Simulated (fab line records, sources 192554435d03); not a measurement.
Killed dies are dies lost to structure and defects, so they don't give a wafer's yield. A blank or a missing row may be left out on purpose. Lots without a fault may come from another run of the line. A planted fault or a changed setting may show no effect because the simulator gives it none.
fab line records | flow n5_finfet
record lots=15 wafers=45 last_day=19
route steps=1938 shown BEOL_M13@1705 BEOL_M14@1731
lots that met no fault: from a run of the same line without faults
start_h: hours from the record's first day to the start of the lot's first wafer shown | wait_h: hours since the lot's step before | " the same as in the row above | L1.1+2: a row that stands for several wafers | - no value, or no start given | * or withheld: withheld | < > ~ a bound
route shown NAME@n: a module of which the file shows steps, and the number in the route of the first | usual: mean/standard deviation of fault-free wafers | same: alike in all rows | chamber/n: place in a boat | sites: the reading at each site | _std_site: their standard deviation | _edge_site: outer sites' mean less inner sites' | radius_mm: how far each site lies from the wafer's centre | mask NAME#n: copy n | behind: the tool/chamber that last shaped the wafer | hold: why the lot was held/for how many hours/how that ended | device: the transistor (n, p or np) that didn't switch | end of line: the same wafers' tests at the end of the route | a step without rows: its recipe alone | killed: dies lost to structure and defects at the first sort, not the wafer's yield | map: a wafer's dies, x killed, . not, _ none there
set.NAME: the setting as run; set.NAME@STEP: as run at that earlier step | model.NAME: the simulator's own value behind a step, which no gauge read
steps of the route over a sample of lots; a table a step, a row a wafer
services: from which hour (start_h, from the record's first day; less than 0 if before it) a tool's chamber was out of use, for how many hours, and why
## steps
# step N5_BEOL_M13_SPUTTER_43
# recipe material=TaN target_thk_a=150 temp_c=50 bias_v=168.6 power_w=15000 chamber_pressure_pa=0.12 time_s=24.19
# usual throttle_valve_pct=29.7/1.2
# columns lot.wafer tool chamber start_h wait_h throttle_valve_pct
L892.1 pvd_sputter-03 - 240.15 0.0 28.5
L892.3 " - " " 31.0
L892.5 " - " " 31.0
L895.1 pvd_sputter-01 - 262.98 0.0 30.1
L895.4 " - " " 26.9
L895.6 " - " " 30.2
L893.2 pvd_sputter-03 - 270.33 0.0 30.2
L893.4 " - " " 29.2
L893.6 " - " " 31.0
L896.2 pvd_sputter-02 - 280.84 0.0 29.3
L896.4 " - " " 29.8
L896.6 " - " " 31.5
L898.1 pvd_sputter-02 - 298.05 0.0 29.7
L898.3 " - " " 29.7
L898.5 " - " " 29.1
L899.1 pvd_sputter-02 - 305.97 0.0 29.8
L899.2 " - " " 29.4
L899.6 " - " " 29.1
L907.1 pvd_sputter-02 - 341.79 0.0 29.7
L907.4 " - " " 29.3
L907.6 " - " " 29.8
L905.2 pvd_sputter-02 - 342.31 0.0 29.4
L905.3 " - " " 29.6
L905.6 " - " " 29.6
L906.2 pvd_sputter-03 - 343.45 0.0 30.5
L906.3 " - " " 30.9
L906.4 " - " " 28.9
L908.3 pvd_sputter-03 - 345.01 0.0 29.2
L908.4 " - " " 30.2
L908.6 " - " " 30.5
L910.3 pvd_sputter-02 - 365.48 0.0 29.6
L910.5 " - " " 29.5
L910.6 " - " " 31.3
L913.2 pvd_sputter-01 - 391.69 0.0 29.9
L913.5 " - " " 30.2
L913.6 " - " " 26.8
L912.3 pvd_sputter-03 - 395.32 0.0 28.6
L912.5 " - " " 29.0
L912.6 " - " " 30.3
L914.1 pvd_sputter-01 - 398.15 0.0 30.1
L914.2 " - " " 30.2
L914.5 " - " " 30.0
L915.3 pvd_sputter-03 - 412.54 0.0 28.9
L915.4 " - " " 31.0
L915.5 " - " " 30.0
# step N5_BEOL_M13_SPUTTER_44
# recipe material=Ta target_thk_a=100 temp_c=50 bias_v=80 power_w=15000 chamber_pressure_pa=0.07 time_s=16.13
# usual throttle_valve_pct=29.7/1.2
# columns lot.wafer tool chamber start_h wait_h throttle_valve_pct
L892.1 pvd_sputter-03 - 240.23 0.0 28.5
L892.3 " - " " 31.1
L892.5 " - " " 31.0
L895.1 pvd_sputter-01 - 263.06 0.0 30.0
L895.4 " - " " 27.0
L895.6 " - " " 30.0
L893.2 pvd_sputter-03 - 270.41 0.0 30.2
L893.4 " - " " 29.1
L893.6 " - " " 31.2
L896.2 pvd_sputter-02 - 280.92 0.0 29.6
L896.4 " - " " 29.6
L896.6 " - " " 31.8
L898.1 pvd_sputter-02 - 298.13 0.0 29.7
L898.3 " - " " 29.4
L898.5 " - " " 29.3
L899.1 pvd_sputter-02 - 306.05 0.0 29.5
L899.2 " - " " 29.6
L899.6 " - " " 29.3
L907.1 pvd_sputter-02 - 341.87 0.0 29.7
L907.4 " - " " 29.4
L907.6 " - " " 29.6
L905.2 pvd_sputter-02 - 342.39 0.0 29.5
L905.3 " - " " 29.7
L905.6 " - " " 29.8
L906.2 pvd_sputter-03 - 343.53 0.0 30.1
L906.3 " - " " 31.2
L906.4 " - " " 29.2
L908.3 pvd_sputter-03 - 345.09 0.0 29.0
L908.4 " - " " 30.3
L908.6 " - " " 29.9
L910.3 pvd_sputter-02 - 365.56 0.0 29.5
L910.5 " - " " 29.4
L910.6 " - " " 31.6
L913.2 pvd_sputter-01 - 391.77 0.0 30.0
L913.5 " - " " 30.3
L913.6 " - " " 26.9
L912.3 pvd_sputter-03 - 395.40 0.0 28.2
L912.5 " - " " 29.0
L912.6 " - " " 30.2
L914.1 pvd_sputter-01 - 398.23 0.0 30.0
L914.2 " - " " 30.2
L914.5 " - " " 30.3
L915.3 pvd_sputter-03 - 412.62 0.0 28.7
L915.4 " - " " 31.3
L915.5 " - " " 30.3
# step N5_BEOL_M13_ANNEAL_48
# recipe temp_c=225 time_s=90 ambient=N2
# usual wafer_temp_C_max=225.85/0.27
# columns lot.wafer tool chamber start_h wait_h wafer_temp_C_max
L892.1 rtp_anneal-01 0 240.59 0.1 226.35
L892.3 " 0 " " 226.27
L892.5 " 0 " " 226.12
L895.1 rtp_anneal-01 0 263.42 0.1 226.01
L895.4 " 0 " " 226.16
L895.6 " 0 " " 226.11
L893.2 rtp_anneal-02 0 270.81 0.2 225.58
L893.4 " 0 " " 225.80
L893.6 " 0 " " 225.59
L896.2 rtp_anneal-02 0 281.75 0.6 225.73
L896.4 " 0 " " 225.16
L896.6 " 0 " " 225.69
L898.1 rtp_anneal-02 0 298.49 0.1 225.74
L898.3 " 0 " " 225.66
L898.5 " 0 " " 225.69
L899.1 rtp_anneal-01 0 306.41 0.1 226.15
L899.2 " 0 " " 226.46
L899.6 " 0 " " 225.95
L907.1 rtp_anneal-01 0 342.23 0.1 226.03
L907.4 " 0 " " 225.78
L907.6 " 0 " " 226.16
L905.2 rtp_anneal-01 0 342.79 0.2 226.08
L905.3 " 0 " " 226.32
L905.6 " 0 " " 226.00
L906.2 rtp_anneal-02 0 343.94 0.2 225.59
L906.3 " 0 " " 225.96
L906.4 " 0 " " 225.90
L908.3 rtp_anneal-02 0 345.54 0.2 225.55
L908.4 " 0 " " 225.75
L908.6 " 0 " " 225.62
L910.3 rtp_anneal-02 0 366.01 0.2 226.08
L910.5 " 0 " " 225.65
L910.6 " 0 " " 225.75
L913.2 rtp_anneal-01 0 392.17 0.2 225.90
L913.5 " 0 " " 226.11
L913.6 " 0 " " 225.80
L912.3 rtp_anneal-02 0 395.85 0.2 226.04
L912.5 " 0 " " 225.88
L912.6 " 0 " " 225.81
L914.1 rtp_anneal-02 0 398.59 0.1 225.58
L914.2 " 0 " " 225.90
L914.5 " 0 " " 225.45
L915.3 rtp_anneal-02 0 413.07 0.2 225.74
L915.4 " 0 " " 225.51
L915.5 " 0 " " 225.44
# step N5_BEOL_M14_VIA_ETCH_16
# recipe chemistry=C4F8/O2/Ar target=SiO2 he_inner_torr=15 he_outer_torr=30 target_depth_a=12313 time_s=withheld ion_energy_ev=800 pressure_mtorr=20 source_w=1905 bias_w=2040 Ar_flow_sccm=400 C4F8_flow_sccm=16 O2_flow_sccm=12 ends=cleared
# usual C4F8_flow_sccm=16.00/0.05 O2_flow_sccm=12.00/0.037 chamber_pressure_mTorr=20.001/0.018 drypump_motor_current_A=5.5/0.36 oes_product_au=0.68/0.081 rf_vpp_V=2222/42 showerhead_plenum_p_Torr=3.43/0.11 throttle_valve_pct=31.09/0.16
# columns lot.wafer tool chamber start_h wait_h C4F8_flow_sccm O2_flow_sccm chamber_pressure_mTorr drypump_motor_current_A oes_product_au rf_vpp_V showerhead_plenum_p_Torr throttle_valve_pct
L892.1 rie_diel-02 3 242.17 0.0 15.95 11.94 20.017 5.1 0.66 2282 3.55 31.44
L892.3 " 2 " " 15.98 12.02 19.997 5.3 0.63 2268 3.27 31.41
L892.5 " 0 " " 15.95 12.05 19.987 6.2 0.67 2186 3.31 30.78
L895.1 rie_diel-06 1 265.16 0.0 15.93 11.96 20.021 5.2 0.84 2253 3.40 31.08
L895.4 " 3 " " 15.89 11.98 19.978 5.9 0.65 2158 3.30 31.13
L895.6 " 2 " " 16.00 12.01 19.943 5.1 0.62 2232 3.56 31.11
L893.2 rie_diel-06 0 272.22 0.0 16.03 12.00 20.040 5.2 0.61 2185 3.52 31.25
L893.4 " 1 " " 15.94 12.00 20.008 5.2 0.83 2252 3.40 31.07
L893.6 " 2 " " 15.98 11.98 20.025 5.1 0.61 2231 3.56 31.08
L896.2 rie_diel-01 0 283.55 0.0 16.00 11.96 20.005 5.7 0.71 2240 3.47 31.17
L896.4 " 1 " " 15.93 12.10 20.029 5.8 0.77 2262 3.48 30.85
L896.6 " 3 " " 16.01 11.99 19.983 5.7 0.65 2241 3.40 31.11
L898.1 rie_diel-06 2 300.11 0.0 16.02 12.04 20.000 5.1 0.61 2232 3.55 31.10
L898.3 " 0 " " 15.93 12.01 19.999 5.2 0.61 2183 3.52 31.27
L898.5 " 0 " " 16.00 11.98 20.001 5.2 0.61 2184 3.52 31.26
L899.1 rie_diel-02 2 308.10 0.0 16.05 12.06 20.036 5.3 0.62 2269 3.26 31.44
L899.2 " 3 " " 16.04 11.97 19.991 5.1 0.64 2283 3.54 31.49
L899.6 " 3 " " 16.09 12.01 20.011 5.1 0.64 2282 3.54 31.46
L907.1 rie_diel-06 2 343.85 0.0 - - - - - - - -
L907.4 " 1 " " - - - - - - - -
L907.6 " 2 " " - - - - - - - -
L905.2 rie_diel-06 3 344.41 0.0 - - - - - - - -
L905.3 " 1 " " - - - - - - - -
L905.6 " 3 " " - - - - - - - -
L906.2 rie_diel-06 1 345.34 0.0 - - - - - - - -
L906.3 " 3 " " - - - - - - - -
L906.4 " 1 " " - - - - - - - -
L908.3 rie_diel-06 3 346.92 0.0 15.92 12.01 20.011 5.9 0.63 2156 3.29 31.15
L908.4 " 2 " " 15.98 12.07 19.996 5.1 0.60 2231 3.54 31.12
L908.6 " 3 " " 15.92 11.97 20.007 5.9 0.63 2155 3.28 31.15
L910.3 rie_diel-06 3 367.59 0.0 15.98 12.06 19.989 5.9 0.63 2157 3.28 31.17
L910.5 " 3 " " 16.08 12.04 20.021 5.9 0.63 2155 3.28 31.18
L910.6 " 1 " " 16.00 12.03 20.002 5.2 0.80 2252 3.38 31.14
L913.2 rie_diel-02 0 393.80 0.0 16.00 12.02 19.982 6.1 0.63 2183 3.28 30.82
L913.5 " 0 " " 16.00 12.02 20.029 6.2 0.64 2182 3.28 30.82
L913.6 " 2 " " 15.97 12.06 20.010 5.3 0.84 2306 3.65 31.29
L912.3 rie_diel-02 2 397.59 0.1 16.04 11.99 19.994 5.3 0.84 2306 3.65 31.30
L912.5 " 0 " " 15.98 12.01 19.979 6.1 0.63 2185 3.28 30.80
L912.6 " 2 " " 16.00 12.07 19.948 5.3 0.85 2307 3.65 31.30
L914.1 rie_diel-01 0 400.17 0.0 16.08 11.99 20.016 5.7 0.67 2238 3.45 31.20
L914.2 " 2 " " 15.95 11.99 20.044 5.6 0.65 2191 3.42 31.07
L914.5 " 2 " " 16.01 12.05 20.028 5.6 0.65 2193 3.42 31.09
L915.3 rie_diel-02 0 414.45 0.0 16.04 11.93 20.022 6.2 0.62 2183 3.27 30.81
L915.4 " 0 " " 16.03 11.92 20.020 6.2 0.62 2183 3.27 30.81
L915.5 " 2 " " 15.97 11.95 19.991 5.3 0.81 2307 3.65 31.28
# step N5_BEOL_M14_CD_MEAS_17
# recipe target_cd_nm=250 polarity=opening
# usual cd_nm=250.3/2.2
# columns lot.wafer tool chamber start_h wait_h cd_nm
L892.1 cd_sem-02 - 242.52 0.0 248.1
L892.3 " - " " 248.2
L892.5 " - " " 248.7
L895.1 cd_sem-01 - 265.51 0.0 252.6
L895.4 " - " " 250.2
L895.6 " - " " 250.4
L893.2 cd_sem-02 - 272.57 0.0 253.5
L893.4 " - " " 249.5
L893.6 " - " " 251.2
L896.2 cd_sem-01 - 283.90 0.0 250.4
L896.4 " - " " 252.0
L896.6 " - " " 247.0
L898.1 cd_sem-03 - 300.46 0.0 252.4
L898.3 " - " " 251.2
L898.5 " - " " 252.7
L899.1 cd_sem-03 - 308.49 0.0 249.2
L899.2 " - " " 248.7
L899.6 " - " " 247.9
L907.1 cd_sem-03 - 344.23 0.0 -
L907.4 " - " " -
L907.6 " - " " -
L905.2 cd_sem-02 - 344.76 0.0 -
L905.3 " - " " -
L905.6 " - " " -
L906.2 cd_sem-01 - 345.69 0.0 -
L906.3 " - " " -
L906.4 " - " " -
L908.3 cd_sem-01 - 347.27 0.0 248.6
L908.4 " - " " 246.9
L908.6 " - " " 245.4
L910.3 cd_sem-03 - 367.95 0.0 248.9
L910.5 " - " " 249.6
L910.6 " - " " 252.4
L913.2 cd_sem-02 - 394.15 0.0 250.9
L913.5 " - " " 249.0
L913.6 " - " " 254.7
L912.3 cd_sem-01 - 397.98 0.0 250.8
L912.5 " - " " 248.6
L912.6 " - " " 253.7
L914.1 cd_sem-01 - 400.52 0.0 250.9
L914.2 " - " " 253.7
L914.5 " - " " 250.8
L915.3 cd_sem-03 - 414.80 0.0 246.8
L915.4 " - " " 248.6
L915.5 " - " " 250.9
## services
# columns tool chamber start_h hours kind
rie_diel-06 2 229.79 1.7 repair
rie_diel-02 2 312.22 9.2 repair
rie_diel-06 0 324.90 17.4 repair
rie_diel-06 3 332.84 3.2 repair
rie_diel-02 2 339.33 - clean
rie_diel-02 2 339.33 - consumable_replace:focus_ring
rie_diel-02 2 339.33 - consumable_replace:showerhead
rie_diel-02 2 339.33 25.6 scheduled_down
rie_diel-06 0 342.34 - clean
rie_diel-06 0 342.34 - consumable_replace:focus_ring
rie_diel-06 0 342.34 26.0 scheduled_down
rie_diel-06 0 342.34 26.0 vent_cycle
rie_diel-06 2 368.43 - clean
rie_diel-06 2 368.43 - consumable_replace:focus_ring
rie_diel-06 2 368.43 23.2 scheduled_down
rie_diel-06 2 368.43 23.2 vent_cycle
rie_diel-02 1 370.46 5.3 repair
rie_diel-06 3 391.65 - clean
rie_diel-06 3 391.65 - consumable_replace:focus_ring
rie_diel-06 3 391.65 - consumable_replace:showerhead
rie_diel-06 3 391.65 18.4 scheduled_down
rie_diel-06 3 391.65 18.4 vent_cycle
rie_diel-02 1 395.15 19.8 repair
rie_diel-01 0 400.75 3.4 repair
## key
first_sign step=N5_BEOL_M14_VIA_ETCH_16 reading=tool_record direction=missing
effect step=N5_BEOL_M14_CD_MEAS_17 reading=cd_nm direction=missing
met_at N5_BEOL_M14_VIA_ETCH_16
struck_lots L905,L906,L907
later_rows_left_out L905.2,L905.3,L905.6,L906.2,L906.3,L906.4,L907.1,L907.4,L907.6
sort_left_out L905.2,L905.3,L905.6,L906.2,L906.3,L906.4,L907.1,L907.4,L907.6
not_acting_at N5_BEOL_M13_SPUTTER_43,N5_BEOL_M13_SPUTTER_44,N5_BEOL_M13_ANNEAL_48
onset_between 300.11 343.85
fault kind=skipped_step_whole tool=rie_diel-06 chamber=- onset_h=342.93 steps=N5_BEOL_M14_VIA_ETCH_16 scope=struck_lots_only
# sort_left_out: the simulated sort isn't trusted on such a fault, so these wafers' sort isn't shown, and their yield isn't known
# later_rows_left_out: the simulator's readings of these wafers behind a module that went badly wrong aren't trusted and aren't shown, but for the sort
